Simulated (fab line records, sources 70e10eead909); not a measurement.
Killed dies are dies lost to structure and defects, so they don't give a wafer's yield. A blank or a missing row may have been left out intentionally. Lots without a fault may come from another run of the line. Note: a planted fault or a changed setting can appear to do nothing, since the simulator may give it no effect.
Struck lot and sound lot, side by side || flow nand-harc || 39 out of 1159 route steps
Sound: wafers L456.1, L456.4, L456.5. Struck: wafer L461.3 (left out: L461.2, L461.6 of the same lot, which were not struck); the cause appears at the end.
At each step with rows: each side's tool, then ch and its chambers, then its first start. Under that, the readings that differ: sound wafers || struck wafers || difference of the means || sigmas: that difference in standard deviations of wafers without a fault.
alike: readings whose means differ by less than 2 such deviations, and words and numbers that are the same on both sides. not compared: withheld readings, readings that some wafer has no value for, bounds like >300 that may hide the same value, and numbers for which the record gives no deviation and whose values overlap.
Wherever a step has rows on one side only, a row that says differs or no value, or a row with sigmas, the two part there. Numbers that don't overlap but have no deviation are shown without sigmas and don't part them. Lack of a reading on every wafer of one side parts them only where that side has two or more wafers.

first, 8 steps without rows for these wafers: NHARC_P_BONDPAD_HMDS_02 (time 30 s); NHARC_P_BONDPAD_COAT_36 (time 65 s); NHARC_P_BONDPAD_COAT_03 (resist thk 600 nm); NHARC_P_BONDPAD_SOFTBAKE_04 (time 70 s); NHARC_P_BONDPAD_EBR_05; NHARC_P_BONDPAD_EXPOSE_06 (exposes mask P BPAD); NHARC_P_BONDPAD_PEB_07 (peb time 80 s); NHARC_P_BONDPAD_DEVELOP_08 (time 50 s).
NHARC_P_BONDPAD_CD_MEAS_09 targets a cd of 500 nm.
  sound on cd-sem-01 ch 0, day 7 08:40; struck on cd-sem-02 ch 0, day 8 19:10
  alike: cd-nm
NHARC_P_BONDPAD_OVL_MEAS_38:
  sound: overlay-01 at day 7 08:46; struck: overlay-01 at day 8 19:15
  alike: overlay-x-nm, overlay-y-nm
then, 2 steps without rows for these wafers: NHARC_P_BONDPAD_HARDBAKE_10 (time 65 s); NHARC_P_BONDPAD_DESCUM_11 (chemistry O2, time 3 s).
NHARC_P_BONDPAD_ETCH_37: etches the open film in N2/H2, target depth 60 nm, overetch 18 nm, time 65.91 s.
  sound on rie-diel-13 ch 0,1,2, day 7 08:58; struck on rie-diel-13 ch 1, day 8 19:28
{"reading": "oes-product-au (a.u.)", "sound": "0.982 1.028 0.984", "struck": 1.039, "difference": "+0.041", "sigmas": "+2"}
  alike: chamber-pressure-mTorr, drypump-motor-current-A, rf-vpp-V, showerhead-plenum-p-Torr, throttle-valve-pct
  not compared: rf-hours-counter-h
NHARC_P_BONDPAD_ETCH_12: etches the open film in CHF3/O2, target depth 200 nm, time 100 s.
  sound on rie-diel-13 ch 0,1,2; struck on rie-diel-13 ch 0
  alike: chamber-pressure-mTorr, drypump-motor-current-A, oes-product-au, rf-vpp-V, showerhead-plenum-p-Torr, throttle-valve-pct
  not compared: rf-hours-counter-h
NHARC_P_BONDPAD_CD_MEAS_13:
  sound: cd-sem-01 at day 7 09:11; struck: cd-sem-02 at day 8 19:41
  alike: cd-nm
NHARC_P_BONDPAD_STRIP_15: strips in O2.
  sound on rie-diel-13 ch 1,2,3, day 7 09:18; struck on rie-diel-13 ch 1, day 8 19:48
{"reading": "oes-product-au (a.u.)", "sound": "0.995 0.984 1.039", "struck": 1.043, "difference": "+0.037", "sigmas": "+2"}
  alike: chamber-pressure-mTorr, drypump-motor-current-A, rf-vpp-V, showerhead-plenum-p-Torr, throttle-valve-pct
  not compared: rf-hours-counter-h
NHARC_P_BONDPAD_ETCH_24: etches the open film in CF4/N2, target depth 30 nm, time 72.99 s.
  sound on rie-diel-13 ch 0,1,3; struck on rie-diel-13 ch 1
{"reading": "throttle-valve-pct (%)", "sound": "19.793 19.790 19.779", "struck": 19.806, "difference": "+0.019", "sigmas": "+2"}
  alike: chamber-pressure-mTorr, drypump-motor-current-A, oes-product-au, rf-vpp-V, showerhead-plenum-p-Torr
  not compared: rf-hours-counter-h
then, 3 steps without rows for these wafers: NHARC_P_BONDPAD_STRIP_16 (strips in post etch residue remover, time 600 s); NHARC_P_BONDPAD_DEGAS_25 (time 60 s); NHARC_P_BONDPAD_PRE_CLEAN_26 (time 30 s).
NHARC_P_BONDPAD_PVD_17: deposits TaN, target thk 5 nm, time 8.06 s.
  sound on pvd-sputter-02; struck on pvd-sputter-02
  alike: chamber-pressure-pa, throttle-valve-pct
NHARC_P_BONDPAD_PVD_27: deposits Cu, target thk 30 nm, time 20.49 s.
  sound on pvd-sputter-02; struck on pvd-sputter-02
  alike: chamber-pressure-pa, throttle-valve-pct
then, 3 steps without rows for these wafers: NHARC_P_BONDPAD_ECD_18 (material Cu, target thk 400 nm); NHARC_P_BONDPAD_ANNEAL_28 (time 90 s); NHARC_P_BONDPAD_CMP_19 (polishes, t overpolish 30 s, cu recess touch 16 s, target thk 160.81 nm).
NHARC_P_BONDPAD_THK_MEAS_20: measures by xrf.
  sound: film-metro-02 at day 7 11:23; struck: film-metro-02 at day 8 21:46
  alike: thk-nm
then, 12 steps without rows for these wafers: NHARC_P_BONDPAD_SRD_21 (time 30 s, dry time 20 s); NHARC_P_BONDPAD_ACTIVATE_29 (chemistry N2, time 60 s); NHARC_P_BONDPAD_PRECLEAN_30 (cleans in DIW, time 300 s); NHARC_P_BONDPAD_SRD_31 (time 30 s, dry time 20 s); NHARC_A_ZERO_WELL_PRECLEAN_00 (cleans in SPM, time 600 s); NHARC_A_ZERO_WELL_SRD_01; NHARC_A_ZERO_WELL_DEHYDRATE_02 (time 120 s); NHARC_A_ZERO_WELL_HMDS_03 (time 30 s); NHARC_A_ZERO_WELL_COAT_18 (time 65 s); NHARC_A_ZERO_WELL_COAT_04 (resist thk 600 nm); NHARC_A_ZERO_WELL_SOFTBAKE_05 (time 70 s); NHARC_A_ZERO_WELL_EBR_06.
-- the record jumps here: 13 days lie between the struck wafers' starts before and after (it left off in module A_ZERO_WELL and takes up again in module END, whose first step shown is number 1159 of the route) --
NHARC_END_SORT_01:
  only the struck wafers appear in the record here, on prober-02 ch 0 at day 21 11:14; the sound ones have no rows

== WHERE THEY PART ==
Earliest at NHARC_P_BONDPAD_ETCH_37; latest, in this record, at NHARC_END_SORT_01.

WHY: what the simulator had put in
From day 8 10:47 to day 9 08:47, rie-diel-13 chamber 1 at NHARC_P_BONDPAD_ETCH_37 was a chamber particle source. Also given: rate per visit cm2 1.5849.
